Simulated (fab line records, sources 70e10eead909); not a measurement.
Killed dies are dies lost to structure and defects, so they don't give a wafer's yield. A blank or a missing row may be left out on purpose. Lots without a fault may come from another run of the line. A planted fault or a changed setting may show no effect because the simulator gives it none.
A struck lot beside a sound one | flow nand_harc | 44 steps out of a route of 1159
Sound: wafers L951.2, L951.4, L951.6. Struck: wafers L942.4, L942.5, L942.6. The cause comes at the end.
At each step with rows: each side's tool, then ch and its chambers, then its first start. Under that, the readings that differ: sound wafers | struck wafers | difference of the means | sigmas: that difference in standard deviations of wafers without a fault.
alike: readings whose means differ by less than 2 such deviations, and words and numbers that are the same on both sides. not compared: withheld readings, readings that some wafer has no value for, bounds like >300 that may hide the same value, and numbers for which the record gives no deviation and whose values overlap.
The two part at a step that has a row with sigmas, a row that says differs or no value, or rows on one side only. Numbers that don't overlap but have no deviation are shown without sigmas and don't part them. A reading that every wafer of one side lacks parts them only if that side has two wafers or more.

NHARC_P_GATE_HM_OPEN_105: chemistry O2/COS, target depth 360 nm.
  sound on rie_diel-10 ch 0,1,2; struck on rie_diel-12 ch 1,2,3
  alike: drypump_motor_current_A, oes_product_au, rf_vpp_V, showerhead_plenum_p_Torr, throttle_valve_pct
  not compared: rf_hours_counter_h
then, 3 steps without rows for these wafers: NHARC_P_GATE_STRIP_106 (strips in O2/COS); NHARC_P_GATE_ETCH_114 (etches the open film in CF4/O2, target depth 30 nm, overetch 3 nm, time 16.5 s); NHARC_P_GATE_ETCH_32 (etches the open film in HBr/Cl2, target depth 150 nm, time 100.1 s).
NHARC_P_GATE_STRIP_108: strips in O2.
  sound on rie_diel-13 ch 0,1,3, day 9 00:32; struck on rie_diel-12 ch 0,1,2, day 6 14:25
  alike: drypump_motor_current_A, oes_product_au, rf_vpp_V, showerhead_plenum_p_Torr, throttle_valve_pct
  not compared: rf_hours_counter_h
NHARC_P_GATE_CD_MEAS_33:
  sound on cd_sem-03, day 9 00:43; struck on cd_sem-03, day 6 14:34
  alike: cd_nm
then, 6 steps without rows for these wafers: NHARC_P_GATE_STRIP_35 (strips in SPM, time 600 s); NHARC_P_GATE_PRECLEAN_73 (cleans in SC1); NHARC_P_GATE_SRD_74; NHARC_P_GATE_ALD_36 (deposits SiNx, target thk 20 nm, pulse time 60 s, ald cycles 223); NHARC_P_GATE_ETCHBACK_37 (etches the open film in CHF3/O2, target depth 34.5 nm, time 17.2 s); NHARC_P_GATE_STRIP_101 (strips in O2, time 20 s).
NHARC_P_GATE_PRECLEAN_97: cleans in SPM, time 600 s.
  sound on wet_bench-07 ch 1,5,7, day 9 10:52; struck on wet_bench-09 ch 1,3,4, day 7 00:55
then, 11 steps without rows for these wafers: NHARC_P_GATE_SRD_98; NHARC_P_GATE_PRECLEAN_99 (cleans in SC1); NHARC_P_GATE_SRD_100; NHARC_P_GATE_DEHYDRATE_38 (time 120 s); NHARC_P_GATE_HMDS_39 (time 30 s); NHARC_P_GATE_COAT_40; NHARC_P_GATE_SOFTBAKE_41 (time 95 s); NHARC_P_GATE_EBR_42; NHARC_P_GATE_EXPOSE_43 (exposes mask P NSD, target cd 720 nm); NHARC_P_GATE_PEB_44 (peb time 85 s); NHARC_P_GATE_DEVELOP_45 (time 70 s).
NHARC_P_GATE_CD_MEAS_46: target cd 720 nm.
  sound on cd_sem-01 ch 0, day 9 11:42; struck on cd_sem-01 ch 0, day 7 01:45
  alike: cd_nm
then, 1 step without rows for these wafers: NHARC_P_GATE_HARDBAKE_47 (time 80 s).
NHARC_P_GATE_DESCUM_48: chemistry O2, time 3 s.
  sound on rie_diel-10 ch 1,2,3, day 9 11:56; struck on rie_diel-13 ch 1,2,3, day 7 01:56
  reading                     | sound       | struck      | difference | sigmas
  drypump_motor_current_A (A) | 6.0 6.3 5.6 | 5.6 5.0 5.4 | -0.6       | -2
  alike: oes_product_au, rf_vpp_V, showerhead_plenum_p_Torr, throttle_valve_pct
  not compared: rf_hours_counter_h
then, 2 steps without rows for these wafers: NHARC_P_GATE_IMPLANT_49; NHARC_P_GATE_STRIP_111 (strips in N2/H2, time 250 s).
NHARC_P_GATE_STRIP_75: strips in O2.
  sound on plasma_asher-02 ch 0,1, day 9 12:35; struck on plasma_asher-01 ch 0,1, day 7 02:35
  alike: drypump_motor_current_A, heater_power_w
  not compared: rf_hours_counter_h
then, 9 steps without rows for these wafers: NHARC_P_GATE_STRIP_50 (strips in SPM, time 900 s); NHARC_P_GATE_DEHYDRATE_51 (time 120 s); NHARC_P_GATE_HMDS_52 (time 30 s); NHARC_P_GATE_COAT_53; NHARC_P_GATE_SOFTBAKE_54 (time 95 s); NHARC_P_GATE_EBR_55; NHARC_P_GATE_EXPOSE_56 (exposes mask P PSD, target cd 720 nm); NHARC_P_GATE_PEB_57 (peb time 85 s); NHARC_P_GATE_DEVELOP_58 (time 70 s).
NHARC_P_GATE_CD_MEAS_59: target cd 720 nm.
  sound on cd_sem-02 ch 0, day 9 13:24; struck on cd_sem-01 ch 0, day 7 03:34
  reading    | sound             | struck            | difference | sigmas
  cd_nm (nm) | 721.0 718.1 715.6 | 723.2 723.4 722.9 | +4.9       | +2
then, 1 step without rows for these wafers: NHARC_P_GATE_HARDBAKE_60 (time 80 s).
NHARC_P_GATE_DESCUM_61: chemistry O2, time 3 s.
  sound on rie_diel-10 ch 2,3, day 9 13:59; struck on rie_diel-10 ch 1,2,3, day 7 03:44
  alike: drypump_motor_current_A, oes_product_au, rf_vpp_V, showerhead_plenum_p_Torr, throttle_valve_pct
  not compared: rf_hours_counter_h
NHARC_P_GATE_INSPECT_68:
  sound on defect_inspect-02, day 9 20:48; struck on defect_inspect-01, day 7 08:29
  reading          | sound       | struck      | difference | sigmas
  raw_defect_count | 164 126 160 | 577 564 507 | +399       | +5
-- the record jumps here: 14 days lie between the struck wafers' starts before and after (it left off in module P_GATE and takes up again in module END, whose first step shown is number 1159 of the route) --
NHARC_END_SORT_01:
  the record has rows for the struck wafers here (prober-01 ch 0, day 21 02:26) and none for the sound ones

WHERE THEY PART
First at NHARC_P_GATE_DESCUM_48; last, within this record, at NHARC_END_SORT_01.

WHY: what the simulator had put in
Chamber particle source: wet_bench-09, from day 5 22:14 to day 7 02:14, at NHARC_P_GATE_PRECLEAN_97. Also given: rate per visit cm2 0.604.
